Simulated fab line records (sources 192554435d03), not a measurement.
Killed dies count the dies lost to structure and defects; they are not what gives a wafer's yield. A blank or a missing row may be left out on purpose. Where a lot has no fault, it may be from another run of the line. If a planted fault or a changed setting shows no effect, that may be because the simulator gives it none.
A struck lot beside a sound one -- flow n5-finfet -- 15 out of 1938 route steps
Sound: wafers L534.2, L534.3, L534.6. Struck: wafers L544.3, L544.6 (left out: L544.2, a lot-mate that was not struck); the cause follows at the end.
For every step that has rows: the tool of each side, followed by ch and its chambers, followed by its first start. Under that, the readings that differ: sound wafers -- struck wafers -- difference of the means -- sigmas: that difference in standard deviations of wafers without a fault.
alike: readings with means less than 2 such deviations apart, plus words and numbers identical on both sides. not compared: withheld readings, readings lacking a value on some wafer, bounds such as >300 that could conceal the same value, and numbers that have no deviation in the record and whose values overlap.
The two part at a step that has a row with sigmas, a row that says differs or no value, or rows on one side only. Numbers that don't overlap but have no deviation are shown without sigmas and don't part them. A reading missing from all wafers of one side parts the sides only when that side holds two or more wafers.

first, 7 steps without rows for these wafers: N5_MIM_BOT_LITHO_COAT_02; N5_MIM_BOT_LITHO_EBR_04; N5_MIM_BOT_LITHO_SOFTBAKE_03 (time 90 s); N5_MIM_BOT_LITHO_EXPOSE_05 (exposes mask MIM BOT); N5_MIM_BOT_LITHO_PEB_06; N5_MIM_BOT_LITHO_DEVELOP_07 (develop time 60 s); N5_MIM_BOT_LITHO_HARDBAKE_09 (time 120 s).
N5_MIM_BOT_LITHO_CD_MEAS_08 targets a cd of 3000 nm.
  sound on cd-sem-02 ch 0, day 12 01:55; struck on cd-sem-02 ch 0, day 15 09:37
  alike: cd-nm
N5_MIM_BOT_LITHO_OVL_MEAS_11:
  sound on overlay-02 ch 0, day 12 01:57; struck on overlay-01 ch 0, day 15 09:39
  alike: MIM_BOT_OVL
N5_MIM_BOT_LITHO_INSPECT_12: inspects for defects (macro).
  sound on defect-inspect-02 at day 12 01:58; struck on defect-inspect-02 at day 15 09:41
  alike: raw-defect-count
N5_MIM_BOT_LITHO_DESCUM_10: chemistry O2, time 7.9 s.
  sound on rie-diel-01 ch 0,1,3, day 12 02:02; struck on rie-diel-03 ch 2,3, day 15 09:55
reading,sound,struck,difference,sigmas
rf-vpp-V (V),241.2 241.2 241.6,245.4 246.4,+4.6,+4
showerhead-plenum-p-Torr (Torr),2.10 2.03 2.03,2.18 2.23,+0.15,+2
  alike: drypump-motor-current-A, oes-product-au, throttle-valve-pct
  not compared: rf-hours-counter-h
N5_MIM_BOT_ETCH_ETCH_04: etches SiNx in CF4/O2, target depth 26 nm, time 13 s.
  sound on rie-diel-01 ch 0,1,3, day 12 02:05; struck on rie-diel-03 ch 2,3, day 15 09:59
reading,sound,struck,difference,sigmas
rf-vpp-V (V),238.3 240.9 239.7,243.0 243.3,+3.5,+2
showerhead-plenum-p-Torr (Torr),2.21 2.15 2.16,2.29 2.34,+0.14,+2
  alike: drypump-motor-current-A, mfc-ar-sccm, oes_o_777_au, oes-product-au, rf-fwd-power-W, throttle-valve-pct
  not compared: rf-hours-counter-h
N5_MIM_BOT_ETCH_ETCH_03: etches the open film in Cl2/BCl3, target depth 12 nm.
  sound on rie-metal-02 ch 0,1, day 12 02:11; struck on rie-metal-02 ch 0, day 15 10:04
reading,sound,struck,difference,sigmas
rf-fwd-power-W (W),795.1 795.7 794.7,604.9 606.3,-189.6,-73
model.etch.depth-nm (nm),12.3 12.06 12.08,9.531 9.523,-2.620,
model.MIM_BOT_ETCH.cd-offset-nm (nm),0 -0.2 0,1.2 1,+1.2,
  alike: drypump-motor-current-A, oes-product-au, throttle-valve-pct
  not compared: rf-hours-counter-h
N5_MIM_BOT_ETCH_ETCH_00: etches TiN in Cl2/BCl3, target depth 45.5 nm.
  sound on rie-metal-02 ch 0,1, day 12 02:16; struck on rie-metal-02 ch 0, day 15 10:10
reading,sound,struck,difference,sigmas
model.MIM_BOT_ETCH.cd-offset-nm (nm),0 -0.4 0,1 0.8,+1,
  alike: drypump-motor-current-A, mfc-ar-sccm, oes-product-au, rf-fwd-power-W, throttle-valve-pct
  not compared: rf-hours-counter-h
N5_MIM_BOT_ETCH_STRIP_01: strips in O2.
  sound on rie-diel-01 ch 0,2,3, day 12 02:25; struck on rie-diel-06 ch 2,3, day 15 10:18
  alike: drypump-motor-current-A, oes-product-au, rf-vpp-V, showerhead-plenum-p-Torr, throttle-valve-pct
  not compared: rf-hours-counter-h

WHERE THEY PART
First at N5_MIM_BOT_LITHO_DESCUM_10; last, within this record, at N5_MIM_BOT_ETCH_ETCH_03. Later steps at which nothing parts them and some readings are alike: N5_MIM_BOT_ETCH_ETCH_00, N5_MIM_BOT_ETCH_STRIP_01.

WHY: whatever the simulator had introduced
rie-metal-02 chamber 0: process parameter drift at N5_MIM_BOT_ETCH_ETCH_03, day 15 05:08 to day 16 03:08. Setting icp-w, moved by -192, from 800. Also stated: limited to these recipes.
